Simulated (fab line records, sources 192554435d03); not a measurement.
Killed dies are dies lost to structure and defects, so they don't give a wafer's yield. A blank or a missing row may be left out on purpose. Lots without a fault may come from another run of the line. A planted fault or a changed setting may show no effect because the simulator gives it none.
fab line records | flow n5_finfet
record lots=7 wafers=39
route steps=1938 shown BEOL_M13@1696 MIM_TOP_ETCH@1853
start_h: hours from the record's first day to the start of the lot's first wafer shown | wait_h: hours since the lot's step before | " the same as in the row above | L1.1+2: a row that stands for several wafers | - no value, or no start given | * or withheld: withheld | < > ~ a bound
route shown NAME@n: a module of which the file shows steps, and the number in the route of the first | usual: mean/standard deviation of fault-free wafers | same: alike in all rows | chamber/n: place in a boat | sites: the reading at each site | _std_site: their standard deviation | _edge_site: outer sites' mean less inner sites' | radius_mm: how far each site lies from the wafer's centre | mask NAME#n: copy n | behind: the tool/chamber that last shaped the wafer | hold: why the lot was held/for how many hours/how that ended | device: the transistor (n, p or np) that didn't switch | end of line: the same wafers' tests at the end of the route | a step without rows: its recipe alone | killed: dies lost to structure and defects at the first sort, not the wafer's yield | map: a wafer's dies, x killed, . not, _ none there
set.NAME: the setting as run; set.NAME@STEP: as run at that earlier step | model.NAME: the simulator's own value behind a step, which no gauge read
lots whose settings were changed on purpose; a table a step, a row a wafer
## steps
# step N5_BEOL_M13_TRENCH_ETCH_34
# recipe chemistry=C4F8/O2/Ar target=SiOC target_depth_a=4134.7 mask_material=SOC pressure_mtorr=30 source_w=3000 bias_w=700 Ar_flow_sccm=400 C4F8_flow_sccm=15 O2_flow_sccm=8 he_inner_torr=15 he_outer_torr=30 time_s=162.6 ion_energy_ev=250
# columns lot.wafer tool chamber start_h wait_h set.time_s model.etch.depth_nm
L075.1 rie_diel-01 2 255.96 0.0 240.5 616
L075.2 " 0 " " 240.5 622.4
L075.3 " 1 " " 162.6 420.7
L075.4 " 3 " " 240.5 615.6
L075.5 " 1 " " 162.6 417.8
L075.6 " 0 " " 162.6 422
L078.1 rie_diel-03 1 273.27 0.0 162.6 411.8
L078.4 " 3 " " 162.6 418.2
L078.5 " 0 " " 162.6 416.5
L082.1 rie_diel-04 0 296.52 0.0 72.96 182.1
L082.2 " 1 " " 162.6 417.5
L082.3 " 2 " " 72.96 185.8
L082.4 " 1 " " 162.6 416.6
L082.5 " 2 " " 162.6 411.4
L082.6 " 0 " " 72.96 184
L083.1 rie_diel-01 1 303.72 0.0 162.6 417.1
L083.2 " 2 " " 249.3 642.6
L083.3 " 3 " " 249.3 639.8
L083.4 " 0 " " 249.3 637.6
L083.5 " 1 " " 162.6 420.5
L083.6 " 2 " " 162.6 417.4
L084.1 rie_diel-01 2 314.29 0.0 206.9 530
L084.2 " 3 " " 206.9 528.6
L084.3 " 0 " " 162.6 417.2
L084.4 " 1 " " 206.9 539
L084.5 " 2 " " 162.6 421.7
L084.6 " 1 " " 162.6 419.3
L086.1 rie_diel-04 2 314.94 0.0 162.6 418.2
L086.2 " 0 " " 241.2 609.2
L086.3 " 1 " " 162.6 420.7
L086.4 " 0 " " 162.6 407.2
L086.5 " 2 " " 241.2 618.7
L086.6 " 1 " " 241.2 622.4
L089.1 rie_diel-03 3 343.48 0.0 162.6 423.1
L089.2 " 0 " " 162.6 415.1
L089.3 " 1 " " 74.18 187.8
L089.4 " 2 " " 74.18 186.3
L089.5 " 3 " " 74.18 190.4
L089.6 " 0 " " 162.6 415.6
# step N5_BEOL_M13_STRIP_70
# recipe chemistry=C4F8/O2/Ar resist=SiARC rf_frequency_hz=6e+07
# step N5_BEOL_M13_OCD_MEAS_35
# usual trench_depth_nm=416/5
# columns lot.wafer tool chamber start_h wait_h set.time_s@BEOL_M13_TRENCH_ETCH_34 trench_depth_nm
L075.1 ocd-02 - 256.14 0.0 240.5 616
L075.2 " - " " 240.5 623
L075.3 " - " " 162.6 421
L075.4 " - " " 240.5 616
L075.5 " - " " 162.6 417
L075.6 " - " " 162.6 423
L078.1 ocd-01 - 273.44 0.0 162.6 412
L078.4 " - " " 162.6 418
L078.5 " - " " 162.6 416
L082.1 ocd-02 - 296.70 0.0 72.96 182
L082.2 " - " " 162.6 417
L082.3 " - " " 72.96 186
L082.4 " - " " 162.6 417
L082.5 " - " " 162.6 411
L082.6 " - " " 72.96 183
L083.1 ocd-01 - 303.89 0.0 162.6 418
L083.2 " - " " 249.3 -
L083.3 " - " " 249.3 -
L083.4 " - " " 249.3 637
L083.5 " - " " 162.6 421
L083.6 " - " " 162.6 -
L084.1 ocd-02 - 314.47 0.0 206.9 530
L084.2 " - " " 206.9 528
L084.3 " - " " 162.6 417
L084.4 " - " " 206.9 539
L084.5 " - " " 162.6 422
L084.6 " - " " 162.6 419
L086.1 ocd-01 - 315.11 0.0 162.6 418
L086.2 " - " " 241.2 609
L086.3 " - " " 162.6 421
L086.4 " - " " 162.6 407
L086.5 " - " " 241.2 618
L086.6 " - " " 241.2 622
L089.1 ocd-01 - 343.66 0.0 162.6 424
L089.2 " - " " 162.6 415
L089.3 " - " " 74.18 188
L089.4 " - " " 74.18 186
L089.5 " - " " 74.18 191
L089.6 " - " " 162.6 416
# step N5_BEOL_M13_STRIP_37
# recipe chemistry=N2/H2 power_w=1000 temp_c=250 h2_frac=0.65 overash_fraction=0.3 pressure_mtorr=withheld n2_flow_sccm=1750 h2_flow_sccm=3250
# step N5_BEOL_M13_ETCH_38
# recipe chemistry=CF4/N2 target=SiCN target_depth_a=675 taper_deg=2 time_s=71.9 ion_energy_ev=150 mask_material=SiO2 pressure_mtorr=40 source_w=430 bias_w=70 Ar_flow_sccm=100 cf4_flow_sccm=60 n2_flow_sccm=60
# step N5_BEOL_M13_ECD_47
# recipe material=Cu target_thk_a=9360
# step N5_BEOL_M13_ANNEAL_48
# recipe temp_c=225 time_s=90 ambient=N2
# step N5_BEOL_M13_CMP_49
# recipe stop_on=SiOC t_overpolish_s=17.1 down_force_psi=1 platen_rpm=50 clearing_platen_down_force_psi=1.5 clearing_platen_rpm=50 post_cmp_clean=cu_alkaline target_thk_nm=420 clearing_platen_pad_velocity_m_s=0.99484 pad_velocity_m_s=0.99484
# columns lot.wafer tool chamber start_h wait_h set.time_s@BEOL_M13_TRENCH_ETCH_34 model.Cu_of_BEOL_M13_ECD_47.thk_nm
L075.3 cmp-04 1 266.80 0.2 162.6 429.8
L075.4 " 2 " " 240.5 623.6
L075.2 " 3 " " 240.5 631.8
L075.1 " 0 " " 240.5 624.6
L075.6 " 1 " " 162.6 430.2
L075.5 " 2 " " 162.6 425.8
L078.4 cmp-02 2 279.06 0.2 162.6 425.6
L078.1 " 3 " " 162.6 418.4
L078.5 " 1 " " 162.6 423
L082.3 cmp-01 1 300.92 0.2 72.96 191.8
L082.1 " 2 " " 72.96 188.4
L082.2 " 3 " " 162.6 421.6
L082.4 " 0 " " 162.6 423.2
L082.6 " 1 " " 72.96 190.6
L082.5 " 2 " " 162.6 417.2
L083.2 cmp-02 2 307.03 0.2 249.3 648.6
L083.3 " 3 " " 249.3 645.4
L083.4 " 0 " " 249.3 641.6
L083.1 " 1 " " 162.6 422.8
L083.5 " 2 " " 162.6 425.8
L083.6 " 3 " " 162.6 424.2
L084.3 cmp-01 0 316.27 0.2 162.6 424
L084.1 " 1 " " 206.9 536.8
L084.4 " 2 " " 206.9 544.8
L084.2 " 3 " " 206.9 534.4
L084.5 " 0 " " 162.6 428.6
L084.6 " 1 " " 162.6 426.4
L086.1 cmp-04 3 317.29 0.4 162.6 425.4
L086.2 " 0 " " 241.2 615.8
L086.4 " 1 " " 162.6 414.6
L086.3 " 2 " " 162.6 428.4
L086.5 " 3 " " 241.2 627
L086.6 " 0 " " 241.2 630.4
L089.3 cmp-04 1 349.05 0.2 74.18 193.2
L089.4 " 2 " " 74.18 192.6
L089.2 " 3 " " 162.6 422
L089.1 " 0 " " 162.6 429.8
L089.6 " 1 " " 162.6 421.6
L089.5 " 2 " " 74.18 197.4
# step N5_BEOL_M13_THK_MEAS_50
# recipe thk_meas_gauge=xrf reads=Cu_of_BEOL_M13_ECD_47
# usual M13_THK=413/6.2
# columns lot.wafer tool chamber start_h wait_h set.time_s@BEOL_M13_TRENCH_ETCH_34 M13_THK[nm]
L075.1 film_metro-01 - 267.10 - 240.5 611
L075.2 " - " " 240.5 616
L075.3 " - " " 162.6 420
L075.4 " - " " 240.5 607
L075.5 " - " " 162.6 416
L075.6 " - " " 162.6 423
L078.1 film_metro-02 - 279.28 - 162.6 415
L078.4 " - " " 162.6 420
L078.5 " - " " 162.6 418
L082.1 film_metro-01 - 301.22 - 72.96 182
L082.2 " - " " 162.6 406
L082.3 " - " " 72.96 185
L082.4 " - " " 162.6 405
L082.5 " - " " 162.6 401
L082.6 " - " " 72.96 184
L083.1 film_metro-02 - 307.32 - 162.6 406
L083.2 " - " " 249.3 -
L083.3 " - " " 249.3 -
L083.4 " - " " 249.3 614
L083.5 " - " " 162.6 410
L083.6 " - " " 162.6 -
L084.1 film_metro-01 - 316.56 - 206.9 521
L084.2 " - " " 206.9 515
L084.3 " - " " 162.6 412
L084.4 " - " " 206.9 527
L084.5 " - " " 162.6 417
L084.6 " - " " 162.6 415
L086.1 film_metro-01 - 317.58 - 162.6 419
L086.2 " - " " 241.2 602
L086.3 " - " " 162.6 422
L086.4 " - " " 162.6 410
L086.5 " - " " 241.2 616
L086.6 " - " " 241.2 620
L089.1 film_metro-02 - 349.35 - 162.6 424
L089.2 " - " " 162.6 417
L089.3 " - " " 74.18 192
L089.4 " - " " 74.18 190
L089.5 " - " " 74.18 196
L089.6 " - " " 162.6 418
# step N5_BEOL_M13_PRE_CLEAN_52
# recipe gas=NH3 time_s=15 temp_c=withheld rf_power_w=300
# step N5_BEOL_M13_DEP_53
# recipe material=SiCN target_thk_a=500 temp_c=withheld precursor=3MS/NH3 pressure_torr=3 rf_w=675 time_s=17.8
# step N5_BEOL_M13_RS_MEAS_54
# recipe thk_meas_gauge=four-point-probe reads=Cu_of_BEOL_M13_ECD_47+Ta_of_BEOL_M13_SPUTTER_44+TaN_of_BEOL_M13_SPUTTER_43
# usual M13_RS=0.0447/0.00057
# columns lot.wafer tool chamber start_h wait_h set.time_s@BEOL_M13_TRENCH_ETCH_34 M13_RS[ohm/sq]
L075.1 film_metro-01 - 267.23 0.0 240.5 0.0299
L075.2 " - " " 240.5 0.0295
L075.3 " - " " 162.6 0.0438
L075.4 " - " " 240.5 0.0299
L075.5 " - " " 162.6 0.0443
L075.6 " - " " 162.6 0.0439
L078.1 film_metro-02 - 279.41 0.0 162.6 0.0452
L078.4 " - " " 162.6 0.0444
L078.5 " - " " 162.6 0.0447
L082.1 film_metro-01 - 301.35 0.0 72.96 0.1044
L082.2 " - " " 162.6 0.0447
L082.3 " - " " 72.96 0.1026
L082.4 " - " " 162.6 0.0446
L082.5 " - " " 162.6 0.0453
L082.6 " - " " 72.96 0.1033
L083.1 film_metro-02 - 307.45 0.0 162.6 0.0447
L083.2 " - " " 249.3 -
L083.3 " - " " 249.3 -
L083.4 " - " " 249.3 0.0291
L083.5 " - " " 162.6 0.0444
L083.6 " - " " 162.6 -
L084.1 film_metro-01 - 316.69 0.0 206.9 0.0349
L084.2 " - " " 206.9 0.0350
L084.3 " - " " 162.6 0.0444
L084.4 " - " " 206.9 0.0344
L084.5 " - " " 162.6 0.0439
L084.6 " - " " 162.6 0.0442
L086.1 film_metro-01 - 317.71 0.0 162.6 0.0444
L086.2 " - " " 241.2 0.0303
L086.3 " - " " 162.6 0.0440
L086.4 " - " " 162.6 0.0455
L086.5 " - " " 241.2 0.0297
L086.6 " - " " 241.2 0.0296
L089.1 film_metro-01 - 349.47 0.0 162.6 0.0438
L089.2 " - " " 162.6 0.0446
L089.3 " - " " 74.18 0.1014
L089.4 " - " " 74.18 0.1021
L089.5 " - " " 74.18 0.0993
L089.6 " - " " 162.6 0.0447
# step N5_MIM_TOP_ETCH_PECVD_03
# recipe material=SiNx target_thk_a=200 temp_c=400 precursor=SiH4/NH3/N2 pressure_torr=1.5 rf_w=300 time_s=17.6
# columns lot.wafer tool chamber start_h wait_h set.time_s model.SiNx_of_MIM_TOP_ETCH_PECVD_03.thk_nm
L075.1 pecvd-04 1 283.77 - 17.6 20
L075.2 " 2 " " 17.6 19.8
L075.3 " 0 " " 27.58 31
L075.4 " 0 " " 27.58 31.6
L075.5 " 2 " " 27.58 32
L075.6 " 1 " " 17.6 20.2
L078.1 pecvd-03 0 294.89 - 17.6 20
L078.4 " 2 " " 17.6 20.4
L078.5 " 0 " " 17.6 20.2
L082.1 pecvd-01 2 316.33 - 21.57 24.4
L082.2+3 " 1,0 " " 17.6 20
L082.4 " 2 " " 21.57 24.8
L082.5 " 1 " " 21.57 24.6
L082.6 " 0 " " 17.6 20.4
L083.1 pecvd-04 1 326.43 - 27.17 30.6
L083.2 " 2 " " 17.6 20
L083.3 " 0 " " 17.6 19.8
L083.4 " 0 " " 27.17 31.2
L083.5 " 2 " " 27.17 31
L083.6 " 1 " " 17.6 20.2
L084.1+2 pecvd-04 0,2 332.27 - 27.44 30.8
L084.3 " 1 " " 17.6 19.4
L084.4 " 0 " " 17.6 19.8
L084.5 " 2 " " 27.44 31
L084.6 " 1 " " 17.6 20
L086.1+2 pecvd-01 2,0 338.43 - 17.6 20
L086.3 " 0 " " 17.6 20.2
L086.4 " 2 " " 7.75 9.2
L086.5 " 0 " " 7.75 9
L086.6 " 2 " " 7.75 8.8
L089.1 pecvd-01 2 369.36 - 17.6 20
L089.2 " 1 " " 17.6 19.8
L089.3+4+5 " 0,1,2 " " 17.6 20.4
L089.6 " 0 " " 17.6 20.2
## key
split step=N5_BEOL_M13_TRENCH_ETCH_34 setting=time_s stated=162.6 by=wafer
response step=N5_BEOL_M13_TRENCH_ETCH_34 reading=model.etch.depth_nm change=+4.18 per=1% r=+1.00
response step=N5_BEOL_M13_OCD_MEAS_35 reading=trench_depth_nm change=+4.17 per=1% r=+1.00
response step=N5_BEOL_M13_CMP_49 reading=model.Cu_of_BEOL_M13_ECD_47.thk_nm change=+4.17 per=1% r=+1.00
response step=N5_BEOL_M13_THK_MEAS_50 reading=M13_THK change=+4.03 per=1% r=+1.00
response step=N5_BEOL_M13_RS_MEAS_54 reading=M13_RS shape=bent at_lowest=0.1034 at_stated=0.0445 at_highest=0.0291
split step=N5_MIM_TOP_ETCH_PECVD_03 setting=time_s stated=17.6 by=wafer
response step=N5_MIM_TOP_ETCH_PECVD_03 reading=model.SiNx_of_MIM_TOP_ETCH_PECVD_03.thk_nm change=+0.2 per=1% r=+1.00
